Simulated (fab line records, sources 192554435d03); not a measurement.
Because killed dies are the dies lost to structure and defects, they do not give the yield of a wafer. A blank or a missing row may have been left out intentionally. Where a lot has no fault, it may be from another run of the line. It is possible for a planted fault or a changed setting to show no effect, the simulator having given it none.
fab line records	flow n5_finfet
[record] lots = 10	wafers = 30	last_day = 17
route steps=1938 shown BEOL_M2@907 BEOL_M4@1111 PASSIVATION@1936
lots untouched by any fault: they come from a run of this same line in which no faults occurred
start_h: the number of hours between the record's first day and the start of the first shown wafer of the lot	wait_h: hours elapsed since this lot's preceding step	" the same as in the row above	L1.1+2: several wafers, shown together as one row	- either no value or no given start	* or withheld: withheld	< > ~ a bound
route shown NAME@n: names a module that has steps shown in the file, with the first one's number in the route	usual: mean/standard deviation of fault-free wafers	same: alike in all rows	chamber/n: place in a boat	sites: per-site readings	_std_site: how widely they spread, as a standard deviation	_edge_site: the outer-site mean with the inner-site mean subtracted	radius_mm: for every site, how far away it sits from the centre of the wafer	mask NAME#n: copy n	behind: the last tool/chamber to shape the wafer	hold: reason for holding the lot/hours on hold/outcome of the hold	device: transistor that didn't switch, given as n, p or np	end of line: at the end of the route, the tests of the same wafers	a step without rows: its recipe alone	killed: the dies lost at the first sort to structure and to defects; this is not the yield of the wafer	map: shows each die of a wafer: x if killed, . if not, _ if none is there
set.NAME: the run value of the setting; set.NAME@STEP: its run value at that earlier step	model.NAME: the simulator's own value behind a step, which no gauge read
route steps across a sampled set of lots; one table per step, one row per wafer
services: from which hour (start_h, from the record's first day; less than 0 if before it) a tool's chamber was out of use, for how many hours, and why
[[steps]]
[step N5_BEOL_M2_ANNEAL_80]
[recipe] temp_c = 400	time_s = 240	ambient = vacuum
[usual] heater_power_w = 840/86
lot.wafer	tool	chamber	start_h	wait_h	heater_power_w
L421.2	pvd_sputter-01	-	135.71	0.0	757
L421.3	"	-	"	"	835
L421.4	"	-	"	"	982
L422.1	pvd_sputter-02	-	150.79	0.0	897
L422.4	"	-	"	"	813
L422.5	"	-	"	"	724
L432.3	pvd_sputter-01	-	215.28	0.0	976
L432.5	"	-	"	"	948
L432.6	"	-	"	"	759
L433.1	pvd_sputter-02	-	217.05	0.0	740
L433.5	"	-	"	"	822
L433.6	"	-	"	"	724
L436.1	pvd_sputter-02	-	233.35	0.0	747
L436.4	"	-	"	"	790
L436.6	"	-	"	"	807
L434.1	pvd_sputter-01	-	233.41	0.0	836
L434.2	"	-	"	"	926
L434.3	"	-	"	"	758
L437.2	pvd_sputter-03	-	234.35	0.0	793
L437.3	"	-	"	"	802
L437.6	"	-	"	"	786
L438.1	pvd_sputter-03	-	237.31	0.0	786
L438.2	"	-	"	"	876
L438.3	"	-	"	"	979
L443.1	pvd_sputter-01	-	282.13	0.0	964
L443.3	"	-	"	"	749
L443.6	"	-	"	"	921
L444.3	pvd_sputter-02	-	283.91	0.0	735
L444.4	"	-	"	"	901
L444.6	"	-	"	"	818
[step N5_BEOL_M2_SPUTTER_81]
[recipe] material = Cu	target_thk_a = 45	temp_c = -20	chamber_pressure_pa = 0.07	power_w = withheld	time_s = 8.29
[usual] chamber_pressure_pa = 0.06998/0.00014	chuck_gas_flow_sccm = 1.27/0.052	throttle_valve_pct = 30.3/0.88
lot.wafer	tool	chamber	start_h	wait_h	chamber_pressure_pa	chuck_gas_flow_sccm	throttle_valve_pct
L421.2	pvd_sputter-01	-	135.85	0.1	0.07018	1.24	29.0
L421.3	"	-	"	"	0.07003	1.24	32.1
L421.4	"	-	"	"	0.06976	1.28	31.2
L422.1	pvd_sputter-02	-	150.93	0.1	0.06991	1.24	29.6
L422.4	"	-	"	"	0.0702	1.35	30.2
L422.5	"	-	"	"	0.07017	1.24	31.4
L432.3	pvd_sputter-01	-	215.42	0.1	0.07019	1.26	31.0
L432.5	"	-	"	"	0.06988	1.17	30.5
L432.6	"	-	"	"	0.07004	1.25	28.9
L433.1	pvd_sputter-02	-	217.19	0.1	0.07001	1.24	29.5
L433.5	"	-	"	"	0.07002	1.36	30.2
L433.6	"	-	"	"	0.07003	1.28	29.4
L436.1	pvd_sputter-02	-	233.49	0.1	0.06996	1.20	29.7
L436.4	"	-	"	"	0.06981	1.30	30.5
L436.6	"	-	"	"	0.07001	1.32	30.3
L434.1	pvd_sputter-01	-	233.55	0.1	0.07026	1.29	31.8
L434.2	"	-	"	"	0.07001	1.27	30.2
L434.3	"	-	"	"	0.07014	1.33	28.7
L437.2	pvd_sputter-03	-	234.49	0.1	0.06996	1.30	31.0
L437.3	"	-	"	"	0.07018	1.27	30.4
L437.6	"	-	"	"	0.06972	1.36	30.6
L438.1	pvd_sputter-03	-	237.45	0.1	0.0704	1.24	30.1
L438.2	"	-	"	"	0.06996	1.38	28.4
L438.3	"	-	"	"	0.0702	1.31	30.4
L443.1	pvd_sputter-01	-	282.27	0.1	0.06996	1.21	31.3
L443.3	"	-	"	"	0.06986	1.32	29.0
L443.6	"	-	"	"	0.06987	1.31	30.4
L444.3	pvd_sputter-02	-	284.05	0.1	0.07008	1.30	30.0
L444.4	"	-	"	"	0.06971	1.30	29.2
L444.6	"	-	"	"	0.0703	1.27	30.0
[step N5_BEOL_M2_SPUTTER_94]
[recipe] material = Cu	target_thk_a = 45	temp_c = -20	chamber_pressure_pa = 0.07	power_w = withheld	time_s = 8.29
[usual] chamber_pressure_pa = 0.07001/0.00012	chuck_gas_flow_sccm = 1.26/0.053	throttle_valve_pct = 30.2/0.9
lot.wafer	tool	chamber	start_h	wait_h	chamber_pressure_pa	chuck_gas_flow_sccm	throttle_valve_pct
L421.2	pvd_sputter-01	-	136.95	0.1	0.06983	1.35	28.8
L421.3	"	-	"	"	0.06994	1.29	31.7
L421.4	"	-	"	"	0.07006	1.30	31.0
L422.1	pvd_sputter-02	-	152.03	0.1	0.0701	1.29	29.7
L422.4	"	-	"	"	0.0699	1.30	30.5
L422.5	"	-	"	"	0.06993	1.23	31.3
L432.3	pvd_sputter-01	-	216.52	0.1	0.07012	1.26	31.1
L432.5	"	-	"	"	0.06998	1.38	30.4
L432.6	"	-	"	"	0.06995	1.25	29.1
L433.1	pvd_sputter-02	-	218.29	0.1	0.06991	1.19	29.7
L433.5	"	-	"	"	0.07008	1.33	30.3
L433.6	"	-	"	"	0.07025	1.24	29.6
L436.1	pvd_sputter-02	-	234.59	0.1	0.07007	1.21	29.7
L436.4	"	-	"	"	0.07007	1.25	30.1
L436.6	"	-	"	"	0.07002	1.29	30.1
L434.1	pvd_sputter-01	-	234.65	0.1	0.06991	1.31	31.7
L434.2	"	-	"	"	0.07001	1.33	30.3
L434.3	"	-	"	"	0.07015	1.24	29.1
L437.2	pvd_sputter-03	-	235.59	0.1	0.06999	1.14	31.1
L437.3	"	-	"	"	0.07014	1.21	30.3
L437.6	"	-	"	"	0.06988	1.10	31.0
L438.1	pvd_sputter-03	-	238.55	0.1	0.07013	1.25	30.2
L438.2	"	-	"	"	0.06979	1.26	28.4
L438.3	"	-	"	"	0.06985	1.35	30.4
L443.1	pvd_sputter-01	-	283.37	0.1	0.06997	1.27	31.2
L443.3	"	-	"	"	0.07005	1.21	29.1
L443.6	"	-	"	"	0.0701	1.29	30.4
L444.3	pvd_sputter-02	-	285.15	0.1	0.07007	1.25	29.8
L444.4	"	-	"	"	0.07002	1.26	29.5
L444.6	"	-	"	"	0.07011	1.32	30.2
[step N5_BEOL_M2_SPUTTER_96]
[recipe] material = Cu	target_thk_a = 45	temp_c = -20	chamber_pressure_pa = 0.07	power_w = withheld	time_s = 8.29
[usual] chamber_pressure_pa = 0.06999/0.00014	chuck_gas_flow_sccm = 1.27/0.049	throttle_valve_pct = 30.2/0.9
lot.wafer	tool	chamber	start_h	wait_h	chamber_pressure_pa	chuck_gas_flow_sccm	throttle_valve_pct
L421.2	pvd_sputter-01	-	137.17	0.1	0.07004	1.31	28.8
L421.3	"	-	"	"	0.07003	1.25	31.6
L421.4	"	-	"	"	0.07008	1.30	31.2
L422.1	pvd_sputter-02	-	152.25	0.1	0.06994	1.32	29.6
L422.4	"	-	"	"	0.06993	1.30	30.6
L422.5	"	-	"	"	0.07008	1.24	31.4
L432.3	pvd_sputter-01	-	216.74	0.1	0.06971	1.21	31.0
L432.5	"	-	"	"	0.06974	1.23	30.4
L432.6	"	-	"	"	0.06981	1.27	28.7
L433.1	pvd_sputter-02	-	218.51	0.1	0.06991	1.16	29.7
L433.5	"	-	"	"	0.06992	1.23	30.1
L433.6	"	-	"	"	0.07021	1.21	29.6
L436.1	pvd_sputter-02	-	234.81	0.1	0.06983	1.28	29.8
L436.4	"	-	"	"	0.0699	1.27	30.2
L436.6	"	-	"	"	0.06986	1.36	30.4
L434.1	pvd_sputter-01	-	234.87	0.1	-	-	-
L434.2	"	-	"	"	-	-	-
L434.3	"	-	"	"	-	-	-
L437.2	pvd_sputter-03	-	235.81	0.1	-	-	-
L437.3	"	-	"	"	-	-	-
L437.6	"	-	"	"	-	-	-
L438.1	pvd_sputter-03	-	238.77	0.1	-	-	-
L438.2	"	-	"	"	-	-	-
L438.3	"	-	"	"	-	-	-
L443.1	pvd_sputter-01	-	283.59	0.1	0.06991	1.21	31.1
L443.3	"	-	"	"	0.06991	1.23	28.8
L443.6	"	-	"	"	0.07003	1.32	30.4
L444.3	pvd_sputter-02	-	285.37	0.1	0.06994	1.24	29.6
L444.4	"	-	"	"	0.07013	1.21	29.5
L444.6	"	-	"	"	0.07019	1.24	30.3
[step N5_BEOL_M4_RC_MEAS_101]
[usual] DIBL_N = 36.3/1.4	DIBL_P = 36.2/1.5	IOFF_N = 0.160/0.021	IOFF_P = 0.211/0.027	ION_N = 676/7.7	ION_P = 463/5.5	SS_N = 71.4/0.57	SS_P = 73.3/0.58	VT_N = 249.3/2.5	VT_P = -250.1/2.6
lot.wafer	tool	chamber	start_h	wait_h	DIBL_N[mV/V]	DIBL_P[mV/V]	IOFF_N[nA/um]	IOFF_P[nA/um]	ION_N[uA/um]	ION_P[uA/um]	SS_N[mV/dec]	SS_P[mV/dec]	VT_N[mV]	VT_P[mV]
L421.2	prober-01	0	163.00	0.2	34.3	34.3	0.147	0.183	673	460	71.0	73.4	249.2	-253.5
L421.3	"	0	"	"	35.3	34.4	0.144	0.182	667	455	71.3	73.5	251.0	-253.1
L421.4	"	0	"	"	36.3	35.6	0.168	0.192	679	460	72.2	73.1	247.8	-251.2
L422.1	prober-01	0	181.54	0.0	38.2	38.3	0.174	0.251	683	471	72.4	73.7	248.6	-245.4
L422.4	"	0	"	"	37.7	36.9	0.154	0.215	675	464	72.0	73.3	250.5	-246.7
L422.5	"	0	"	"	39.7	38.2	0.195	0.248	675	465	72.0	73.9	248.5	-249.7
L432.3	prober-01	0	238.67	0.3	34.4	35.3	0.131	0.202	670	464	71.1	72.9	252.5	-251.6
L432.5	"	0	"	"	36.0	37.7	0.168	0.234	674	470	71.9	74.5	247.5	-246.9
L432.6	"	0	"	"	35.0	35.8	0.136	0.205	660	456	71.7	73.6	252.5	-250.2
L433.1	prober-02	0	246.32	0.0	36.0	36.1	0.147	0.180	659	455	72.1	73.0	251.5	-253.5
L433.5	"	0	"	"	37.8	38.2	0.174	0.200	682	460	71.9	74.3	248.3	-251.7
L433.6	"	0	"	"	36.2	35.8	0.149	0.172	663	446	71.4	72.8	252.0	-255.1
L434.1	prober-01	0	260.55	0.0	34.9	35.2	0.158	0.207	677	462	71.9	73.0	249.8	-250.5
L434.2	"	0	"	"	36.3	37.1	0.175	0.234	687	473	71.6	73.6	248.8	-247.4
L434.3	"	0	"	"	35.6	36.3	0.160	0.216	682	464	71.2	73.1	248.1	-248.5
L436.1	prober-02	0	260.78	0.0	35.1	33.8	0.132	0.212	677	465	70.5	72.9	249.9	-245.2
L436.4	"	0	"	"	38.3	38.1	0.192	0.283	686	475	72.5	73.9	246.7	-245.0
L436.6	"	0	"	"	39.6	38.9	0.220	0.301	697	480	72.0	74.3	242.6	-244.7
L437.2	prober-01	0	265.59	0.2	38.8	38.3	0.210	0.260	679	466	71.5	73.9	245.5	-248.1
L437.3	"	0	"	"	36.8	36.7	0.172	0.236	685	462	71.6	73.6	248.6	-248.9
L437.6	"	0	"	"	35.9	34.8	0.150	0.195	666	452	71.4	73.1	250.7	-251.8
L438.1	prober-02	0	265.66	0.0	36.1	35.1	0.162	0.204	672	465	71.2	72.9	248.7	-249.9
L438.2	"	0	"	"	36.1	34.6	0.162	0.194	681	463	71.5	73.4	248.9	-252.3
L438.3	"	0	"	"	35.0	33.8	0.150	0.184	680	463	70.9	72.8	250.5	-251.6
L443.1	prober-01	0	308.31	0.0	36.9	37.2	0.179	0.233	680	468	71.7	73.4	249.0	-246.6
L443.3	"	0	"	"	36.1	36.4	0.162	0.231	683	469	71.4	74.0	249.9	-250.1
L443.6	"	0	"	"	37.2	37.9	0.189	0.242	687	471	72.7	74.3	247.6	-248.8
L444.3	prober-01	0	313.48	0.3	36.2	36.6	0.155	0.221	673	465	71.6	74.1	250.7	-249.9
L444.4	"	0	"	"	35.2	34.4	0.125	0.181	660	451	70.8	73.0	253.3	-250.6
L444.6	"	0	"	"	37.5	37.0	0.157	0.228	673	460	71.8	74.3	250.6	-249.8
[step N5_PASSIVATION_PROBE_49]
[usual] defect_limited_yield = 91.3/1.4	killed_at_M0_to_M3 = 34/10	killed_at_M4_up = 13/4.8	killed_at_contacts = 12/6.1	killed_at_front_end = 40/11	killed_at_other = 3.7/2.8	killed_dies = 103/16	killed_open = 67/12	killed_short = 34/7.4	sort_bin_5_function = 5.1/0.95	sort_bin_6_memory = 3.2/0.62	sort_n_pass = 1077/16	sort_yield_pct = 91.3/1.4
[same] gross_dies = 1180	killed_at_back_side = 0	sort_bin_4_leakage[%] = 0	sort_bin_8_speed[%] = 0
lot.wafer	tool	chamber	start_h	wait_h	defect_limited_yield[%]	killed_at_M0_to_M3	killed_at_M4_up	killed_at_contacts	killed_at_front_end	killed_at_other	killed_dies	killed_open	killed_short	sort_bin_5_function[%]	sort_bin_6_memory[%]	sort_n_pass	sort_yield_pct[%]
L434.1	prober-01	-	362.08	0.0	88.8	57	16	13	44	2	132	80	44	7.0	3.7	1048	88.8
L434.2	prober-01	-	362.13	0.1	89.1	41	21	16	49	2	129	79	43	6.8	3.7	1051	89.1
L434.3	prober-01	-	362.18	0.1	90.8	24	10	15	53	6	108	69	28	5.6	3.5	1072	90.8
L438.1	prober-01	-	371.76	0.0	90.8	34	10	16	48	1	109	71	35	5.5	3.2	1071	90.8
L438.2	prober-01	-	371.81	0.1	90.6	41	13	13	40	4	111	73	34	5.1	4.2	1069	90.6
L438.3	prober-01	-	371.86	0.1	91.2	27	13	13	48	3	104	60	31	4.7	3.5	1076	91.2
L437.2	prober-02	-	371.78	0.1	90.2	45	25	16	30	0	116	76	31	5.9	3.6	1064	90.2
L437.3	prober-02	-	371.83	0.1	89.6	41	11	31	35	5	123	78	39	5.6	4.2	1057	89.6
L437.6	prober-02	-	371.98	0.3	93.4	28	10	17	21	2	78	40	26	4.1	2.2	1102	93.4
// killed by level:class
L434.1 STI_FIN_REVEAL:geometric_particle:open=15 BEOL_M0_SAQP:geometric_particle:short=14 MOL_CONTACT_COAG:geometric_particle:open=12 BEOL_M3:geometric_particle:open=10 BEOL_M1:geometric_particle:open=9 FIN_SAQP:geometric_particle:open=6 BEOL_M0_SAQP:geometric_particle:open=6 BEOL_M4:geometric_particle:short=6
L434.2 MOL_CONTACT_COAG:geometric_particle:open=13 BEOL_M0_SAQP:geometric_particle:open=10 FIN_SAQP:geometric_particle:open=9 STI_FIN_REVEAL:geometric_particle:open=9 BEOL_M4:geometric_particle:short=8 FIN_SAQP:geometric_particle:short=7 BEOL_M0_SAQP:geometric_particle:short=7 BEOL_M4:geometric_particle:open=6
L434.3 STI_FIN_REVEAL:geometric_particle:open=14 MOL_CONTACT_COAG:geometric_particle:open=12 BEOL_M2:interface_void_opened=8 FIN_SAQP:geometric_particle:open=7 STI_FIN_REVEAL:geometric_particle:short=5 GATE_CUT:geometric_particle:short=5 GATE_CUT:geometric_particle:open=4 BEOL_M1:geometric_particle:open=4
L438.1 MOL_CONTACT_COAG:geometric_particle:open=12 STI_FIN_REVEAL:geometric_particle:open=9 DUMMY_GATE:geometric_particle:open=9 GATE_CUT:geometric_particle:short=9 BEOL_M3:geometric_particle:open=7 BEOL_M2:geometric_particle:open=7 MOL_CONTACT_COAG:geometric_particle:short=4 BEOL_M0_SAQP:geometric_particle:open=4
L437.2 BEOL_M4:geometric_particle:open=20 MOL_CONTACT_COAG:geometric_particle:open=13 BEOL_M2:interface_void_opened=9 STI_FIN_REVEAL:geometric_particle:open=8 BEOL_M1:geometric_particle:open=8 BEOL_M0_SAQP:geometric_particle:open=7 BEOL_M0_SAQP:geometric_particle:short=6 BEOL_M3:geometric_particle:open=6
L438.2 MOL_CONTACT_COAG:geometric_particle:open=12 BEOL_M0_SAQP:geometric_particle:short=10 STI_FIN_REVEAL:geometric_particle:open=9 BEOL_M2:geometric_particle:open=8 FIN_SAQP:geometric_particle:open=7 BEOL_M1:geometric_particle:open=7 GATE_CUT:geometric_particle:short=6 GATE_CUT:geometric_particle:open=5
L437.3 MOL_CONTACT_COAG:geometric_particle:open=22 FIN_SAQP:geometric_particle:short=9 BEOL_M0_SAQP:geometric_particle:open=9 MOL_CONTACT_COAG:geometric_particle:short=8 BEOL_M1:geometric_particle:open=8 BEOL_M3:geometric_particle:open=8 STI_FIN_REVEAL:geometric_particle:open=6 FIN_SAQP:geometric_particle:open=5
L438.3 MOL_CONTACT_COAG:geometric_particle:open=12 STI_FIN_REVEAL:geometric_particle:open=11 BEOL_M2:interface_void_opened=7 GATE_CUT:geometric_particle:short=6 DUMMY_GATE:geometric_particle:open=5 GATE_CUT:geometric_particle:open=5 BEOL_M0_SAQP:geometric_particle:short=5 FIN_CUT:geometric_particle:short=4
L437.6 MOL_CONTACT_COAG:geometric_particle:open=10 BEOL_M1:geometric_particle:open=9 BEOL_M2:interface_void_opened=6 MOL_CONTACT_COAG:geometric_particle:short=5 GATE_CUT:geometric_particle:short=4 BEOL_M4:geometric_particle:open=4 FIN_SAQP:geometric_particle:open=3 DUMMY_GATE:geometric_particle:open=3
[[services]]
tool	chamber	start_h	hours	kind
pvd_sputter-02	-	153.37	1.0	repair
pvd_sputter-03	-	169.70	3.3	repair
[[key]]
[first_sign] step = N5_BEOL_M2_SPUTTER_96	reading = tool_record	direction = missing
effect none on later readings
met_at N5_BEOL_M2_SPUTTER_96
struck_lots L434,L437,L438
not_acting_at N5_BEOL_M2_ANNEAL_80,N5_BEOL_M2_SPUTTER_81,N5_BEOL_M2_SPUTTER_94
onset_between 216.74 234.87
[fault] kind = skipped_step_whole	tool = pvd_sputter-01,pvd_sputter-03	chamber = -	onset_h = 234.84	steps = N5_BEOL_M2_SPUTTER_96	scope = struck_lots_only
